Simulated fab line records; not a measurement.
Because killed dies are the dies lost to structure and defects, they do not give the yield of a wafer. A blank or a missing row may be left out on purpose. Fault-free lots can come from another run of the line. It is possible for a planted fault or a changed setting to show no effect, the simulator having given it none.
What tool caused it?    flow n5_finfet    11 lots with 33 wafers sampled at 5 steps, on a route of 1938 steps

== WHAT EACH GAUGE READ, for each wafer ==
N5_BEOL_M2_CD_MEAS_11: the cd target is 16.79 nm.
lot   measured      on         cd_nm (nm)
L789  day 6 10:46   cd_sem-01  17.34 16.82 16.43
L790  day 6 15:41   cd_sem-02  16.62 16.73 16.90
L793  day 7 16:48   cd_sem-03  16.90 17.09 17.13
L794  day 7 21:05   cd_sem-03  16.96 16.65 16.81
L799  day 9 06:46   cd_sem-03  16.87 16.93 16.79
L800  day 9 12:11   cd_sem-03  16.68 16.72 16.88
L802  day 9 19:38   cd_sem-03  17.19 16.82 17.18
L807  day 11 04:18  cd_sem-02  16.93 17.17 17.15
L808  day 11 07:10  cd_sem-03  16.74 16.61 16.46
L809  day 11 11:10  cd_sem-02  16.70 16.49 16.84
L812  day 12 20:08  cd_sem-02  16.67 16.97 16.80

N5_BEOL_M2_OVL_MEAS_12.
lot   measured      on          M2_OVL (nm)
L789  day 6 10:47   overlay-02  -0.6 0.2 -0.3
L790  day 6 15:43   overlay-01  -0.1 1.4 0.8
L793  day 7 16:50   overlay-02  -0.2 0.0 -0.3
L794  day 7 21:07   overlay-02  0.0 -0.1 -0.9
L799  day 9 06:47   overlay-02  1.1 1.2 0.3
L800  day 9 12:13   overlay-02  1.7 0.3 0.8
L802  day 9 19:40   overlay-01  -0.2 -0.3 0.1
L807  day 11 04:20  overlay-01  0.9 1.2 0.6
L808  day 11 07:11  overlay-01  0.4 0.3 0.6
L809  day 11 11:11  overlay-02  -1.0 -0.7 -0.3
L812  day 12 20:10  overlay-02  -0.1 0.7 0.3

N5_BEOL_M2_INSPECT_30: inspects for defects (brightfield).
lot   measured      on                 raw_defect_count
L789  day 6 12:02   defect_inspect-01  420 367 301
L790  day 6 16:39   defect_inspect-02  341 420 397
L793  day 7 18:08   defect_inspect-01  265 276 347
L794  day 7 22:09   defect_inspect-02  295 334 333
L799  day 9 07:52   defect_inspect-01  393 373 302
L800  day 9 13:09   defect_inspect-02  275 521 264
L802  day 9 20:44   defect_inspect-02  403 388 417
L807  day 11 05:23  defect_inspect-01  294 266 335
L808  day 11 08:07  defect_inspect-02  336 380 359
L809  day 11 12:16  defect_inspect-01  328 263 238
L812  day 12 21:14  defect_inspect-01  349 582 417

N5_BEOL_M4_RC_MEAS_101.
lot   measured      on         DIBL_N (mV/V)   DIBL_P (mV/V)   IOFF_N (nA/um)     IOFF_P (nA/um)  ION_N (uA/um)  ION_P (uA/um)  SS_N (mV/dec)   SS_P (mV/dec)   VT_N (mV)    VT_P (mV)
L789  day 7 18:44   prober-02  37.2 35.0 35.2  39.2 38.2 36.6  0.199 0.160 0.161  0.27 0.24 0.22  681 672 684    469 465 467    72.2 71.1 71.0  74.2 73.9 73.7  247 248 248  -244 -246 -247
L790  day 7 23:58   prober-01  34.0 35.2 34.4  32.5 34.1 34.2  0.114 0.133 0.126  0.16 0.18 0.18  661 670 659    457 464 452    70.3 70.6 71.3  72.7 73.5 73.0  255 253 255  -255 -251 -250
L793  day 8 23:14   prober-01  35.8 36.4 36.6  36.2 37.6 37.3  0.162 0.186 0.188  0.18 0.19 0.19  676 688 673    452 469 453    71.3 71.3 72.3  73.1 73.7 73.8  253 246 251  -258 -252 -253
L794  day 9 02:27   prober-02  35.6 38.0 37.0  36.1 39.5 37.8  0.174 0.237 0.203  0.24 0.32 0.27  679 694 691    472 484 481    71.7 72.4 71.8  73.4 73.6 73.5  247 243 243  -243 -242 -243
L799  day 10 11:20  prober-02  37.7 35.7 34.8  38.4 35.6 34.8  0.186 0.148 0.139  0.26 0.22 0.21  680 662 677    466 463 465    72.5 71.3 70.7  74.4 73.1 73.3  250 250 250  -245 -248 -248
L800  day 10 20:56  prober-02  37.6 37.1 36.1  35.4 35.1 34.5  0.182 0.195 0.168  0.22 0.23 0.21  679 686 684    466 469 468    71.1 70.6 70.3  72.9 73.9 73.2  245 244 244  -248 -245 -248
L802  day 11 01:20  prober-02  34.1 35.7 36.3  33.8 35.6 36.0  0.115 0.138 0.146  0.16 0.18 0.19  656 673 661    450 454 452    71.3 72.0 71.7  72.5 72.6 73.2  254 254 253  -253 -255 -254
L807  day 12 16:40  prober-02  39.0 38.2 37.7  38.9 37.8 37.7  0.201 0.196 0.175  0.28 0.27 0.26  685 691 677    474 479 472    71.8 72.4 71.4  74.3 74.4 74.6  246 248 248  -246 -244 -244
L808  day 12 11:26  prober-01  35.3 34.3 34.0  34.9 33.2 33.3  0.143 0.123 0.126  0.18 0.17 0.18  676 666 667    459 457 460    71.4 70.4 70.9  72.9 72.6 72.6  252 254 252  -253 -254 -252
L809  day 12 17:35  prober-02  33.4 33.5 36.0  34.1 33.9 36.6  0.116 0.108 0.151  0.15 0.15 0.18  656 649 663    451 445 452    71.0 70.8 71.3  72.4 72.5 73.1  256 258 251  -258 -256 -257
L812  day 14 06:29  prober-02  34.8 33.8 35.4  33.5 32.4 34.7  0.121 0.104 0.132  0.19 0.17 0.20  674 653 668    459 457 467    70.5 70.8 71.3  73.0 72.3 73.0  254 259 252  -252 -253 -249

== WHAT TOOL EACH LOT RAN ON (gives the tool, then ch and the chambers of the sampled wafers, and finally the start) ==
lot   N5_BEOL_M2_COAT_76
L789  litho_track-02 ch 0, day 6 11:40
L790  litho_track-04 ch 0, day 6 16:17
L793  litho_track-04 ch 0, day 7 17:38
L794  litho_track-01 ch 0, day 7 21:47
L799  litho_track-02 ch 0, day 9 07:22
L800  litho_track-01 ch 0, day 9 12:47
L802  litho_track-02 ch 0, day 9 20:14
L807  litho_track-04 ch 0, day 11 04:54
L808  litho_track-04 ch 0, day 11 07:46
L809  litho_track-01 ch 0, day 11 11:46
L812  litho_track-01 ch 0, day 12 20:44
- N5_BEOL_M2_COAT_76: time 60 s, resist thk 5 nm.

== WHAT THE TOOLS THEMSELVES READ (means of the sampled wafers that have a number; where no wafer has one, the mark that the record gives instead) ==
N5_BEOL_M2_COAT_76.
lot   tool            spin_speed_rpm (rpm)
L789  litho_track-02  1501.1
L790  litho_track-04  1499.7
L793  litho_track-04  1498.5
L794  litho_track-01  1501.7
L799  litho_track-02  1499.8
L800  litho_track-01  1500.5
L802  litho_track-02  1499.9
L807  litho_track-04  1568.0
L808  litho_track-04  1566.9
L809  litho_track-01  1500.8
L812  litho_track-01  1500.5

== THE ANSWER, worked out from the rows above alone ==
Rule: what is usual is taken from the lots themselves. The widest of any qualifying gaps counts: lots, ordered by their means at a reading, are off when they make up no more than a third of the lots, leave a main group of 4 or more, and stand apart from it by 3 or more times the standard deviation of that group's means. The tables above print the reading to a certain number of digits; a main group whose means all agree to those digits is not used. Also off: a lot with no number at a reading for which 4 or more lots have one. Any other lot the step has rows for is counted as sound. Order of review: gauges by route order, followed by the tools' own readings, for which a lot's mean as printed above is used. At the first step where some lot is off, the reading lying furthest off is the one used; lots without a number count as furthest.
Off: L807, L808 (N5_BEOL_M2_COAT_76, spin_speed_rpm). Mean 1500.3 rpm and standard deviation 0.88 in the main group.
A tool fits if, at that step or a process step before it, it ran every lot that is off, and no sound lot after the first of them. One candidate fits, namely litho_track-04 at N5_BEOL_M2_COAT_76. Its last sound lot is L793 (day 7 17:38), its first lot that is off L807 (day 11 04:54): a fault that began between those two fits.
The tool's own readings at N5_BEOL_M2_COAT_76 bear it out: on the lots that are off they differ by more than 5 times the standard deviation of the sound lots' means. spin_speed_rpm reads 1567.5 rpm there against 1500.3 rpm on the sound lots.

== WHAT THE SIMULATOR HAD INSERTED ==
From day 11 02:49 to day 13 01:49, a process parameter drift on litho_track-04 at N5_BEOL_M2_COAT_76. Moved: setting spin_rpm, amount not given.
Shown lots that were struck: L807, L808. The rule above reached the same finding.
